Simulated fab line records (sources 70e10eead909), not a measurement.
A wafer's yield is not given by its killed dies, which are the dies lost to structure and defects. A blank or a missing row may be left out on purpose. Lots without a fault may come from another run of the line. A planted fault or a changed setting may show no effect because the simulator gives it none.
Which of the tools did it? + flow nand harc + 39 wafers from 13 lots sampled at 6 of the route's 1159 steps

== WHAT THE GAUGES SHOWED, per wafer ==
NHARC_A_SOURCE_PLATE_THK_MEAS_09: measures by ellipsometry. Usual: thk nm at 9.7 nm, with a standard deviation of 0.99.
| lot  | measured     | on            | thk nm (nm)   | flag |
|------|--------------|---------------|---------------|------|
| L877 | day 6 20:22  | film metro-02 | 8.9 10.2 9.3  |      |
| L880 | day 7 08:17  | film metro-02 | 8.4 7.2 11.7  |      |
| L881 | day 7 21:18  | film metro-02 | 10.0 8.7 10.2 |      |
| L882 | day 8 07:46  | film metro-02 | 8.2 10.3 8.8  |      |
| L883 | day 8 12:31  | film metro-02 | 8.4 8.7 9.9   |      |
| L884 | day 8 18:50  | film metro-02 | 9.9 10.0 10.9 |      |
| L888 | day 9 11:25  | film metro-02 | 10.2 9.7 11.4 |      |
| L887 | day 9 11:25  | film metro-01 | 9.7 10.7 10.2 |      |
| L890 | day 10 09:26 | film metro-02 | 9.6 11.5 9.5  |      |
| L895 | day 11 12:38 | film metro-01 | 9.2 8.7 10.1  |      |
| L897 | day 12 04:20 | film metro-01 | 9.6 8.9 10.0  |      |
| L898 | day 12 04:20 | film metro-02 | 10.6 10.7 7.9 |      |
| L899 | day 12 04:20 | film metro-01 | 8.5 10.6 9.3  |      |

NHARC_A_ONON_D1_THK_MEAS_27: measures by ellipsometry. Usual: thk nm at 1001 nm, with a standard deviation of 8.4.
| lot  | measured     | on            | thk nm (nm)    | flag |
|------|--------------|---------------|----------------|------|
| L877 | day 7 23:04  | film metro-02 | 992 993 993    |      |
| L880 | day 8 13:59  | film metro-02 | 1005 1003 1005 |      |
| L881 | day 9 00:19  | film metro-02 | 999 999 1000   |      |
| L882 | day 9 12:14  | film metro-01 | 1009 1008 1009 |      |
| L883 | day 9 12:22  | film metro-02 | 997 997 995    |      |
| L884 | day 9 20:28  | film metro-01 | 992 995 993    |      |
| L888 | day 10 12:30 | film metro-02 | 986 986 987    |      |
| L887 | day 10 12:29 | film metro-01 | 995 995 993    |      |
| L890 | day 11 11:23 | film metro-02 | 1007 1006 1007 |      |
| L895 | day 12 13:26 | film metro-02 | 998 995 995    |      |
| L897 | day 13 12:56 | film metro-01 | 999 781 778    | OFF  |
| L898 | day 13 13:17 | film metro-01 | 998 779 780    | OFF  |
| L899 | day 13 13:05 | film metro-02 | 1015 1015 1013 |      |

NHARC_END_SORT_01. Usual: killed at array 27, standard deviation 10; killed at other 0.6, standard deviation 0.83; killed at periphery 2.4, standard deviation 1.8; killed dies 30, standard deviation 10; killed open 3.3, standard deviation 1.7; killed short 1.8, standard deviation 1.4.
| lot  | measured     | on        | killed at array | killed at other | killed at periphery | killed dies | killed open | killed short | flag |
|------|--------------|-----------|-----------------|-----------------|---------------------|-------------|-------------|--------------|------|
| L897 | day 24 19:37 | prober-01 | 17 672 674      | 4 2 0           | 2 3 3               | 23 677 677  | 8 4 6       | 2 1 1        | OFF  |
| L898 | day 25 03:20 | prober-02 | 22 664 672      | 1 1 2           | 7 12 3              | 30 677 677  | 6 3 3       | 1 1 2        | OFF  |

== WHICH TOOL RAN EACH LOT (tool, then ch and the chambers of the sampled wafers, then the start) ==
| lot  | NHARC_A_ZERO_WELL_ETCH_13        | NHARC_A_ONON_D1_DEP_25           | NHARC_A_CHANNEL_HOLE_D1_DEP_01  |
|------|----------------------------------|----------------------------------|---------------------------------|
| L877 | rie si-03 ch 0,3, day 6 11:48    | pecvd onon-02 ch 0, day 7 22:36  | pecvd-02 ch 0,1, day 8 03:44    |
| L880 | rie si-03 ch 1,3, day 6 23:34    | pecvd onon-01 ch 0, day 8 13:28  | pecvd-01 ch 0,2, day 8 17:20    |
| L881 | rie si-04 ch 0,1,3, day 7 12:45  | pecvd onon-02 ch 0, day 8 23:47  | pecvd-01 ch 1,2, day 9 03:26    |
| L882 | rie si-01 ch 0,1,2, day 7 23:16  | pecvd onon-02 ch 0, day 9 11:54  | pecvd-01 ch 0,1,2, day 9 16:34  |
| L883 | rie si-03 ch 0,1,3, day 8 02:25  | pecvd onon-03 ch 0, day 9 11:58  | pecvd-01 ch 0,1, day 9 16:54    |
| L884 | rie si-01 ch 0,1, day 8 11:07    | pecvd onon-03 ch 0, day 9 20:01  | pecvd-02 ch 0,2, day 10 00:24   |
| L888 | rie si-04 ch 1,2,3, day 9 03:10  | pecvd onon-02 ch 0, day 10 11:59 | pecvd-01 ch 0,2, day 10 17:26   |
| L887 | rie si-03 ch 0,1,3, day 9 03:40  | pecvd onon-03 ch 0, day 10 11:58 | pecvd-01 ch 0,1,2, day 10 15:35 |
| L890 | rie si-03 ch 1,2,3, day 10 02:25 | pecvd onon-03 ch 0, day 11 10:59 | pecvd-04 ch 0,2, day 11 16:26   |
| L895 | rie si-01 ch 1,2,3, day 11 03:34 | pecvd onon-02 ch 0, day 12 12:56 | pecvd-04 ch 0,1,2, day 12 16:31 |
| L897 | rie si-04 ch 1,2,3, day 11 17:24 | pecvd onon-03 ch 0, day 13 12:29 | pecvd-04 ch 0, day 13 19:46     |
| L898 | rie si-03 ch 2,3, day 11 21:28   | pecvd onon-03 ch 0, day 13 12:50 | pecvd-02 ch 1, day 13 21:25     |
| L899 | rie si-04 ch 0,1,2, day 11 22:08 | pecvd onon-01 ch 0, day 13 12:34 | pecvd-04 ch 0,1,2, day 13 20:05 |
- NHARC_A_ZERO_WELL_ETCH_13: etches the open film in HBr/Cl2, target depth 120 nm, time 40.1 s.
- NHARC_A_ONON_D1_DEP_25: target thk 1000 nm.
- NHARC_A_CHANNEL_HOLE_D1_DEP_01: deposits SiON, target thk 140 nm.

== WHAT THE TOOLS THEMSELVES READ (means of the sampled wafers that have a number; where no wafer has one, the mark that the record gives instead) ==
NHARC_A_ZERO_WELL_ETCH_13. Usual: drypump motor current A 5.7 A, standard deviation 0.44; oes product au 1.003 a.u., standard deviation 0.014; throttle valve pct 26.407 %, standard deviation 0.0097.
| lot  | tool      | drypump motor current A (A) | oes product au (a.u.) | throttle valve pct (%) | flag |
|------|-----------|-----------------------------|-----------------------|------------------------|------|
| L877 | rie si-03 | 6.0                         | 1.005                 | 26.408                 |      |
| L880 | rie si-03 | 6.1                         | 1.014                 | 26.407                 |      |
| L881 | rie si-04 | 5.5                         | 0.990                 | 26.404                 |      |
| L882 | rie si-01 | 5.5                         | 0.995                 | 26.405                 |      |
| L883 | rie si-03 | 5.9                         | 1.022                 | 26.405                 |      |
| L884 | rie si-01 | 5.1                         | 1.012                 | 26.410                 |      |
| L888 | rie si-04 | 5.7                         | 1.005                 | 26.401                 |      |
| L887 | rie si-03 | 5.9                         | 1.015                 | 26.410                 |      |
| L890 | rie si-03 | 5.8                         | 1.015                 | 26.409                 |      |
| L895 | rie si-01 | 5.4                         | 1.004                 | 26.395                 |      |
| L897 | rie si-04 | 5.7                         | 1.008                 | 26.409                 |      |
| L898 | rie si-03 | 5.9                         | 1.006                 | 26.404                 |      |
| L899 | rie si-04 | 5.8                         | 0.993                 | 26.400                 |      |

NHARC_A_CHANNEL_HOLE_D1_DEP_01. Usual: heater power w at 819 W, with a standard deviation of 130.
| lot  | tool     | heater power w (W) | flag |
|------|----------|--------------------|------|
| L877 | pecvd-02 | 916                |      |
| L880 | pecvd-01 | 903                |      |
| L881 | pecvd-01 | 694                |      |
| L882 | pecvd-01 | 762                |      |
| L883 | pecvd-01 | 895                |      |
| L884 | pecvd-02 | 906                |      |
| L888 | pecvd-01 | 888                |      |
| L887 | pecvd-01 | 796                |      |
| L890 | pecvd-04 | 815                |      |
| L895 | pecvd-04 | 847                |      |
| L897 | pecvd-04 | 786                |      |
| L898 | pecvd-02 | 752                |      |
| L899 | pecvd-04 | 846                |      |

== THE ANSWER, worked out from the rows above alone ==
Rule: a lot is off if the mean of its wafers that have a number lies more than 3 standard deviations from the usual mean. Also off: a lot with no number at a reading for which 4 or more lots have one. Any other lot the step has rows for is counted as sound. After the gauges, taken in route order, come the tools' own readings; for these a lot's mean is taken, as printed above. The first step at which some lot is off is used, and at that step the reading that is off furthest; a lot without a number counts as furthest.
Off, at NHARC_A_ONON_D1_THK_MEAS_27 on thk nm: L897, L898.
A tool fits if, at a process step before that reading, it ran every lot that is off, and no sound lot after the first of them. The gauges at NHARC_A_ONON_D1_THK_MEAS_27 aren't tried: what is off there is off at NHARC_END_SORT_01 too, on other tools, and a gauge's error can't cause that. One candidate fits, namely pecvd onon-03 at NHARC_A_ONON_D1_DEP_25. Its last sound lot is L890 (day 11 10:59), its first lot that is off L897 (day 13 12:29): a fault that began between those two fits.

== WHAT HAD BEEN PUT IN BY THE SIMULATOR ==
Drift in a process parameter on pecvd onon-03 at NHARC_A_ONON_D1_DEP_25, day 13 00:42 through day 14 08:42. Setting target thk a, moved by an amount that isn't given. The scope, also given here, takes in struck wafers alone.
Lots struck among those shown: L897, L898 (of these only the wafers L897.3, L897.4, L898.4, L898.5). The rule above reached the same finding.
